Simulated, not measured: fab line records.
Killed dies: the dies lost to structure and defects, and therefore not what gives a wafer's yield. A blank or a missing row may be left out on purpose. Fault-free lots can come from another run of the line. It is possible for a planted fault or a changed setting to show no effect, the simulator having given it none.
fab line records	flow nand-harc
[record] lots = 5	wafers = 15	last-day = 24
route steps=1159 shown A_SGD_CUT@758
lots with no fault: from the same line, run without faults
start-h: the number of hours between the record's first day and the start of the first shown wafer of the lot	wait-h: time in hours since the lot's previous step	" unchanged from the row above	L1.1+2: several wafers, shown together as one row	- value missing, or start not given	* or withheld: withheld	< > ~ a bound
route shown NAME@n: NAME is a module with steps in the file, n the number in the route of the first one	usual: mean/standard deviation of fault-free wafers	same: alike in all rows	chamber/n: place in a boat	sites: each site's reading	_std_site: how widely they spread, as a standard deviation	_edge_site: outer sites' mean less inner sites'	radius-mm: for every site, how far away it sits from the centre of the wafer	mask NAME#n: copy n	behind: tool/chamber where the wafer was last shaped	hold: cause of the lot's hold/its duration in hours/its outcome	device: the n, p or np transistor that did not switch	end of line: the same wafers' tests at the end of the route	step lacking rows: just its recipe	killed: at the first sort, the dies lost to defects and structure; wafer yield is something else	map: the dies of a wafer, with x for killed, . for not killed, _ for no die there
set.NAME: the run value of the setting; set.NAME@STEP: its run value at that earlier step	model.NAME: the simulator's own value behind a step, which no gauge read
lots at some steps of the route; a table a step, a row a wafer
services: a tool's chamber out of use, with start hour (start-h, from the record's first day; less than 0 if before it), hours out, and reason
[[steps]]
[step NHARC_A_SGD_CUT_CD_MEAS_09]
[recipe] target-cd-nm = 100	landing-energy-ev = 500
[usual] cd-nm = 100.0/0.51
[same] landing-energy-ev = 500
lot.wafer	tool	chamber	start-h	wait-h	cd-nm
L077.1	cd-sem-03	0	321.39	-	99.7
L077.3	"	0	"	"	99.7
L077.6	"	0	"	"	100.4
L079.1	cd-sem-02	0	341.18	-	99.6
L079.4	"	0	"	"	98.3
L079.5	"	0	"	"	99.3
L083.4	cd-sem-02	0	365.10	-	101.1
L083.5	"	0	"	"	100.5
L083.6	"	0	"	"	99.9
L084.3	cd-sem-03	0	365.37	-	99.6
L084.4	"	0	"	"	98.7
L084.5	"	0	"	"	99.6
L096.2	cd-sem-02	0	439.61	-	99.7
L096.3	"	0	"	"	99.2
L096.4	"	0	"	"	99.1
[step NHARC_A_SGD_CUT_OVL_MEAS_10]
[usual] overlay-x-nm = 0.0/1.1	overlay-y-nm = -0.2/1
lot.wafer	tool	chamber	start-h	wait-h	overlay-x-nm	overlay-y-nm
L077.1	overlay-01	-	321.47	-	0.0	-0.9
L077.3	"	-	"	"	-0.8	0.0
L077.6	"	-	"	"	-0.5	-0.1
L079.1	overlay-02	-	341.27	-	1.0	-2.4
L079.4	"	-	"	"	1.1	-2.1
L079.5	"	-	"	"	0.8	-2.5
L083.4	overlay-02	-	365.18	-	1.1	0.3
L083.5	"	-	"	"	1.0	0.2
L083.6	"	-	"	"	1.0	0.3
L084.3	overlay-01	-	365.45	-	0.2	-0.1
L084.4	"	-	"	"	0.5	-0.5
L084.5	"	-	"	"	0.3	-0.1
L096.2	overlay-01	-	439.70	-	0.4	-2.5
L096.3	"	-	"	"	0.2	-2.8
L096.4	"	-	"	"	0.6	-3.0
[step NHARC_A_SGD_CUT_INSPECT_11]
[usual] raw-defect-count = 18/8.7
lot.wafer	tool	chamber	start-h	wait-h	raw-defect-count
L077.1	defect-inspect-01	-	321.51	0.0	18
L077.3	"	-	"	"	17
L077.6	"	-	"	"	34
L079.1	defect-inspect-01	-	341.31	0.0	23
L079.4	"	-	"	"	20
L079.5	"	-	"	"	22
L083.4	defect-inspect-02	-	368.99	3.8	27
L083.5	"	-	"	"	30
L083.6	"	-	"	"	21
L084.3	defect-inspect-02	-	369.01	3.6	7
L084.4	"	-	"	"	11
L084.5	"	-	"	"	12
L096.2	defect-inspect-02	-	439.76	0.1	9
L096.3	"	-	"	"	13
L096.4	"	-	"	"	14
[step NHARC_A_SGD_CUT_DESCUM_14]
[recipe] time-s = 3	o2-flow-sccm = 200	ar-flow-sccm = 0	bias-power-w = 0	chemistry = O2
[usual] drypump-motor-current-A = 5.7/0.34	oes-product-au = 1.001/0.01	rf-vpp-V = 57.8/0.95	showerhead-plenum-p-Torr = 1.93/0.1	throttle-valve-pct = 11.311/0.0088
lot.wafer	tool	chamber	start-h	wait-h	drypump-motor-current-A	oes-product-au	rf-hours-counter-h	rf-vpp-V	showerhead-plenum-p-Torr	throttle-valve-pct
L077.3	rie-diel-08	0	321.57	0.1	5.9	1.001	1	58.2	1.90	11.322
L077.1	"	2	"	"	6.0	1.008	1	56.7	2.02	11.295
L077.6	"	0	"	"	5.9	0.997	-	56.8	1.90	11.303
L079.4	rie-diel-13	3	341.38	0.1	5.8	1.002	4	59.4	2.06	11.311
L079.1	"	0	"	"	5.6	1.003	2	55.7	1.79	11.311
L079.5	"	3	"	"	5.8	0.995	-	57.3	2.06	11.303
L083.4	rie-diel-08	1	369.07	0.1	6.4	0.992	6	57.7	1.98	11.327
L083.5	"	3	"	"	5.7	1.009	-	57.5	1.84	11.310
L083.6	"	0	"	"	5.9	0.996	-	57.5	1.90	11.297
L084.4	rie-diel-12	0	369.07	0.1	6.2	1.016	17	58.0	1.85	11.330
L084.3	"	3	"	"	5.7	1.013	15	60.1	2.04	11.323
L084.5	"	0	"	"	6.3	1.017	-	58.1	1.85	11.312
L096.3	rie-diel-08	2	439.82	0.1	6.0	0.992	14	58.6	2.02	11.313
L096.2	"	3	"	"	5.6	1.009	13	56.4	1.83	11.312
L096.4	"	2	"	"	5.9	1.001	-	56.9	2.02	11.325
[step NHARC_A_SGD_CUT_ETCH_58]
[recipe] target-depth-a = 390	over-etch-frac = 0.3	time-s = 65	ion-energy-ev = 80	cf4-flow-sccm = 150	ar-flow-sccm = 0	rf-w = 300	bias-w = 100	chemistry = CF4
[usual] drypump-motor-current-A = 5.7/0.32	oes-product-au = 1.001/0.01	rf-vpp-V = 151.4/1.4	showerhead-plenum-p-Torr = 1.78/0.089	throttle-valve-pct = 13.284/0.0081
lot.wafer	tool	chamber	start-h	wait-h	drypump-motor-current-A	oes-product-au	rf-hours-counter-h	rf-vpp-V	showerhead-plenum-p-Torr	throttle-valve-pct
L077.3	rie-diel-08	1	321.66	0.1	6.3	0.991	1	152.8	1.83	13.288
L077.1	"	2	"	"	5.9	1.017	1	153.0	1.86	13.276
L077.6	"	1	"	"	6.3	0.997	-	151.2	1.83	13.278
L079.4	rie-diel-13	3	341.46	0.1	5.8	0.995	4	154.2	1.89	13.288
L079.1	"	0	"	"	5.6	1.005	2	148.7	1.66	13.279
L079.5	"	2	"	"	6.0	0.994	-	152.8	1.88	13.265
L083.4	rie-diel-08	1	369.15	0.1	6.3	0.998	6	151.9	1.83	13.287
L083.5	"	3	"	"	5.6	1.012	-	152.6	1.70	13.293
L083.6	"	0	"	"	5.9	1.000	-	151.2	1.75	13.284
L084.3	rie-diel-12	2	369.16	0.1	5.7	0.988	15	150.6	1.78	13.274
L084.4	"	0	"	"	6.2	1.015	17	150.1	1.71	13.285
L084.5	"	1	"	"	4.8	1.002	-	150.2	1.70	13.284
L096.2	rie-diel-08	2	439.92	0.1	6.0	1.000	14	153.1	1.86	13.296
L096.3	"	3	"	"	5.6	1.007	13	151.0	1.70	13.276
L096.4	"	2	"	"	6.0	1.005	-	152.8	1.86	13.296
[step NHARC_A_SGD_CUT_ETCH_59]
[recipe] target-depth-a = 2600	over-etch-frac = 0.25	time-s = 406.25	ion-energy-ev = 200	n2-flow-sccm = 150	h2-flow-sccm = 150	ar-flow-sccm = 0	rf-w = 400	bias-w = 150	chemistry = N2/H2
[usual] drypump-motor-current-A = 5.7/0.33	oes-product-au = 1.003/0.01	rf-vpp-V = 431/3.3	showerhead-plenum-p-Torr = 2.05/0.12	throttle-valve-pct = 14.170/0.0095
lot.wafer	tool	chamber	start-h	wait-h	drypump-motor-current-A	oes-product-au	rf-hours-counter-h	rf-vpp-V	showerhead-plenum-p-Torr	throttle-valve-pct
L077.3	rie-diel-08	2	-	-	6.0	1.001	1	434	2.16	14.172
L077.1	"	1	"	"	6.3	0.990	1	431	2.12	14.165
L077.6	"	2	"	"	6.0	0.998	-	435	2.16	14.171
L079.4	rie-diel-13	3	-	-	5.8	1.006	4	434	2.20	14.174
L079.1	"	1	"	"	5.5	1.017	3	426	1.95	14.167
L079.5	"	3	"	"	5.8	0.997	-	436	2.20	14.174
L084.3	rie-diel-12	3	-	-	5.7	1.000	16	434	2.18	14.165
L084.4	"	1	"	"	4.8	1.010	15	428	1.95	14.186
L084.5	"	3	"	"	5.6	0.998	-	436	2.18	14.169
L083.4	rie-diel-08	1	-	-	6.3	0.985	6	432	2.12	14.159
L083.5	"	2	"	"	6.0	1.012	-	433	2.15	14.162
L083.6	"	3	"	"	5.6	1.013	-	429	1.96	14.167
L096.3	rie-diel-08	3	-	-	5.7	1.020	13	427	1.95	14.162
L096.2	"	0	"	"	5.9	0.990	14	430	2.02	14.178
L096.4	"	0	"	"	5.9	1.002	-	430	2.02	14.169
[step NHARC_A_SGD_CUT_ETCH_15]
[recipe] target-depth-a = 750	time-s = 64.3	ch3f-flow-sccm = 50	o2-flow-sccm = 30	ar-flow-sccm = 200	rf-w = 500	bias-w = 100	chemistry = CH3F/O2
[usual] drypump-motor-current-A = 5.7/0.32	oes-product-au = 0.968/0.016	rf-vpp-V = 264.1/2.1	showerhead-plenum-p-Torr = 2.48/0.13	throttle-valve-pct = 20.664/0.0086
lot.wafer	tool	chamber	start-h	wait-h	drypump-motor-current-A	oes-product-au	rf-hours-counter-h	rf-vpp-V	showerhead-plenum-p-Torr	throttle-valve-pct
L077.3	rie-diel-08	3	-	-	5.6	0.983	1	263.5	2.37	20.679
L077.1	"	0	"	"	5.9	0.956	1	262.0	2.44	20.668
L077.6	"	3	"	"	5.6	0.991	-	264.2	2.37	20.658
L079.4	rie-diel-13	0	-	-	5.6	0.977	2	261.2	2.30	20.647
L079.1	"	1	"	"	5.5	0.985	3	262.6	2.36	20.649
L079.5	"	0	"	"	5.6	0.980	-	261.1	2.30	20.657
L083.4	rie-diel-08	1	-	-	6.4	0.973	6	264.2	2.55	20.673
L083.6	"	2	"	"	5.9	0.999	-	265.9	2.59	20.646
L083.5	"	3	"	"	5.6	0.988	-	262.2	2.36	20.671
L084.4	rie-diel-12	0	-	-	6.2	0.975	17	262.4	2.38	20.668
L084.3	"	3	"	"	5.7	0.978	16	266.6	2.62	20.660
L084.5	"	0	"	"	6.2	0.970	-	262.3	2.38	20.653
L096.3	rie-diel-08	3	-	-	5.6	0.978	13	262.8	2.36	20.659
L096.2	"	2	"	"	6.0	0.969	14	265.8	2.59	20.674
L096.4	"	0	"	"	5.9	0.964	-	263.9	2.44	20.674
[[services]]
tool	chamber	start-h	hours	kind
rie-diel-08	-	301.80	9.0	pm
rie-diel-08	0	301.80	9.0	vent-cycle
rie-diel-08	1	301.80	9.0	vent-cycle
rie-diel-08	2	301.80	9.0	vent-cycle
rie-diel-08	3	301.80	9.0	vent-cycle
rie-diel-08	0	310.80	-	clean
rie-diel-08	1	310.80	-	clean
rie-diel-08	2	310.80	-	clean
rie-diel-08	3	310.80	-	clean
rie-diel-13	1	312.36	8.3	repair
rie-diel-08	-	313.63	0.4	repair
rie-diel-13	0	315.33	10.7	repair
rie-diel-13	3	333.05	4.0	repair
rie-diel-08	0	335.30	-	clean
rie-diel-08	1	335.30	-	clean
rie-diel-08	2	335.30	-	clean
rie-diel-08	3	335.30	-	clean
rie-diel-08	-	354.02	1.7	repair
rie-diel-08	0	359.81	-	clean
rie-diel-08	1	359.81	-	clean
rie-diel-12	-	379.51	9.0	pm
rie-diel-08	1	389.19	117.5	repair
rie-diel-13	0	409.66	5.0	repair
rie-diel-13	-	413.14	0.2	repair
[[key]]
fault none
